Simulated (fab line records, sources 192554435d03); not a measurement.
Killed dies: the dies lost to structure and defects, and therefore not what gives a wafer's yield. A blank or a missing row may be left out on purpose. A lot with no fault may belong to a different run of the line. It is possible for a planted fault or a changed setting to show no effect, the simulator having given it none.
Which tool is to blame? ; flow n5-finfet ; 12 lots with 36 wafers sampled at 3 steps, on a route of 1938 steps

WHAT THE GAUGES READ, wafer by wafer
N5_MOL_CONTACT_COAG_INSPECT_42: inspects for defects (brightfield).
lot;measured;on;raw-defect-count
L075;day 5 15:54;defect-inspect-01;187 378 158
L077;day 5 21:37;defect-inspect-02;177 151 163
L079;day 6 11:35;defect-inspect-02;198 282 189
L081;day 6 21:33;defect-inspect-02;184 225 227
L083;day 7 12:00;defect-inspect-02;179 158 171
L085;day 8 00:37;defect-inspect-02;226 233 178
L087;day 8 09:12;defect-inspect-02;122 133 116
L089;day 9 03:35;defect-inspect-01;137 160 133
L091;day 9 10:05;defect-inspect-02;287 124 129
L093;day 9 21:23;defect-inspect-02;183 112 139
L095;day 10 08:30;defect-inspect-02;206 118 152
L097;day 10 20:51;defect-inspect-01;136 183 156

WHICH TOOL RAN EACH LOT (tool, then ch and the chambers of the sampled wafers, then the start)
lot;N5_GATE_CUT_CMP_61;N5_MOL_CONTACT_COAG_ETCHBACK_132
L075;cmp-01 ch 0,2,3, day 5 04:11;rie-diel-02 ch 0,1,3, day 5 14:52
L077;cmp-04 ch 0,1,2, day 5 09:46;rie-diel-02 ch 1,2,3, day 5 20:36
L079;cmp-03 ch 0,1,2, day 5 23:30;rie-diel-02 ch 1,3, day 6 10:41
L081;cmp-03 ch 0,1,2, day 6 09:57;rie-diel-02 ch 1,2,3, day 6 20:31
L083;cmp-01 ch 0,1, day 6 19:34;rie-diel-02 ch 0,3, day 7 11:06
L085;cmp-01 ch 2,3, day 7 11:16;rie-diel-06 ch 0,2, day 7 23:36
L087;cmp-04 ch 1,2, day 7 21:26;rie-diel-06 ch 0,3, day 8 08:16
L089;cmp-03 ch 0,2,3, day 8 12:14;rie-diel-02 ch 0,3, day 9 02:37
L091;cmp-04 ch 0,2,3, day 8 22:32;rie-diel-06 ch 0,1, day 9 09:11
L093;cmp-04 ch 0,1, day 9 10:44;rie-diel-02 ch 0,1,3, day 9 20:22
L095;cmp-03 ch 0,1,2, day 9 21:02;rie-diel-05 ch 0,1,3, day 10 07:28
L097;cmp-03 ch 1,2, day 10 10:52;rie-diel-02 ch 2,3, day 10 19:57
- N5_GATE_CUT_CMP_61: polishes, stops on SiNx, t overpolish 3 s.
- N5_MOL_CONTACT_COAG_ETCHBACK_132: etches SiO2 in CHF3, target depth 10 nm, time 6.7 s.

THE ANSWER, worked out from the rows above alone
Rule: what is usual is taken from the lots themselves. Put in order of their means at a reading, lots are off if they are a third of the lots or fewer, leave a main group of 4 or more, and stand apart from it by a gap of 3 or more times the standard deviation of the main group's means; of several such gaps the widest counts. If all means in a main group match to the digits the tables above print for the reading, that group is not used. A lot without any number at a reading at which 4 lots or more have one is off too. Where the step has rows for the other lots, those lots are counted as sound.
None of the lots is off at any reading shown; this tells nothing.

WHAT THE SIMULATOR PUT IN
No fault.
